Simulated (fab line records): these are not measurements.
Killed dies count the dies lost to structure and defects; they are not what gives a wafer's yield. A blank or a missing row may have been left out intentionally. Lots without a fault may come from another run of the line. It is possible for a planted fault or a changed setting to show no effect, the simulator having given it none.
Struck lot and sound lot, side by side + flow nand-harc + 14 out of 1302 route steps
Sound: wafers L197.1, L197.2, L197.6. Struck: wafers L187.4, L187.5 (left out: L187.1, a lot-mate that was not struck); the cause follows at the end.
Each step with rows lists, per side, the tool, then ch with its chambers, then its first start. Under that, the readings that differ: sound wafers + struck wafers + difference of the means + sigmas: that difference in standard deviations of wafers without a fault.
alike: a reading whose means differ by less than 2 such deviations, as well as words and numbers matching on both sides. not compared: withheld readings; readings where some wafer has no value; bounds like >300 that might hide an equal value; numbers whose values overlap and for which the record gives no deviation.
Wherever a step has rows on one side only, a row that says differs or no value, or a row with sigmas, the two part there. When numbers do not overlap yet have no deviation, they are printed without sigmas and do not part them. A reading missing from all wafers of one side parts the sides only when that side holds two or more wafers.

first, 1 step without rows for these wafers: NHARC_A_STAIRCASE_HARDBAKE_311 (time 140 s).
NHARC_A_STAIRCASE_DESCUM_312: chemistry O2, time 3 s.
  sound on rie-diel-12 ch 0,1,3, day 25 00:08; struck on rie-diel-12 ch 1,2, day 20 10:50
  alike: drypump-motor-current-A, oes-product-au, rf-vpp-V, showerhead-plenum-p-Torr, throttle-valve-pct
  not compared: rf-hours-counter-h
then, 1 step without rows for these wafers: NHARC_A_STAIRCASE_ETCH_313 (etches the open film in CF4/CHF3).
NHARC_A_STAIRCASE_HM_OPEN_463: chemistry O2/COS.
  sound: rie-diel-12 ch 0,1,3; struck: rie-diel-12 ch 2,3
  alike: drypump-motor-current-A, oes-product-au, rf-fwd-power-W, rf-vpp-V, showerhead-plenum-p-Torr, throttle-valve-pct
  not compared: rf-hours-counter-h
then, 1 step without rows for these wafers: NHARC_A_STAIRCASE_STRIP_464 (strips in O2/COS).
NHARC_A_STAIRCASE_ETCH_453: etches the open film in CF4/O2, target depth 30 nm, overetch 3 nm, time 16.5 s.
  sound: rie-diel-12 ch 0,3; struck: rie-diel-12 ch 1,2
  alike: drypump-motor-current-A, oes_ar_750_au, oes_f_703_au, oes_o_777_au, oes-product-au, rf-fwd-power-W, rf-vpp-V, showerhead-plenum-p-Torr, throttle-valve-pct
  not compared: rf-hours-counter-h
then, 1 step without rows for these wafers: NHARC_A_STAIRCASE_ETCH_315 (etches the open film in C4F8/O2/Ar, target depth 2500 nm, time 607.1 s).
NHARC_A_STAIRCASE_STRIP_316: strips in O2.
  sound: rie-diel-12 ch 1,2,3; struck: rie-diel-12 ch 0,3
  alike: drypump-motor-current-A, oes-product-au, rf-vpp-V, showerhead-plenum-p-Torr, throttle-valve-pct
  not compared: rf-hours-counter-h
then, 3 steps without rows for these wafers: NHARC_A_STAIRCASE_STRIP_317 (strips in SPM, time 900 s); NHARC_A_STAIRCASE_PRECLEAN_318 (cleans in SC1); NHARC_A_STAIRCASE_SRD_329.
NHARC_A_STAIRCASE_ALD_415: deposits SiO2, target thk 30 nm, pulse time 6 s, ald cycles 300.
  sound on ald-hk-04 ch 1,3, day 25 02:51; struck on ald-hk-03 ch 1,3, day 20 13:37
| reading    | sound       | struck  | difference | sigmas |
|------------|-------------|---------|------------|--------|
| ald-cycles | 300 300 300 | 358 358 | +58        |        |
  alike: heater-power-w, precursor-pulse-height-rel
NHARC_A_STAIRCASE_ETCHBACK_416: etches the open film in C4F8/O2/Ar, target depth 36 nm, time 7.2 s.
  sound on rie-diel-02 ch 0,2; struck on rie-diel-02 ch 0,2, day 20 16:11
| reading               | sound          | struck    | difference | sigmas |
|-----------------------|----------------|-----------|------------|--------|
| oes-product-au (a.u.) | 0.99 1.00 0.99 | 0.91 0.93 | -0.07      | -2     |
  alike: rf-fwd-power-W, rf-vpp-V
  not compared: rf-hours-counter-h
-- break in the record here, with 8 days between the starts of the struck wafers on either side (left off in module A_STAIRCASE, picked up again in module END, where the first step shown is number 1302 on the route) --
NHARC_END_SORT_01:
  only the struck wafers appear in the record here, on prober-02 ch 0 at day 28 05:59; the sound ones have no rows

WHERE THEY PART
Earliest at NHARC_A_STAIRCASE_ETCHBACK_416; latest, in this record, at NHARC_END_SORT_01.

WHY: what the simulator had put in
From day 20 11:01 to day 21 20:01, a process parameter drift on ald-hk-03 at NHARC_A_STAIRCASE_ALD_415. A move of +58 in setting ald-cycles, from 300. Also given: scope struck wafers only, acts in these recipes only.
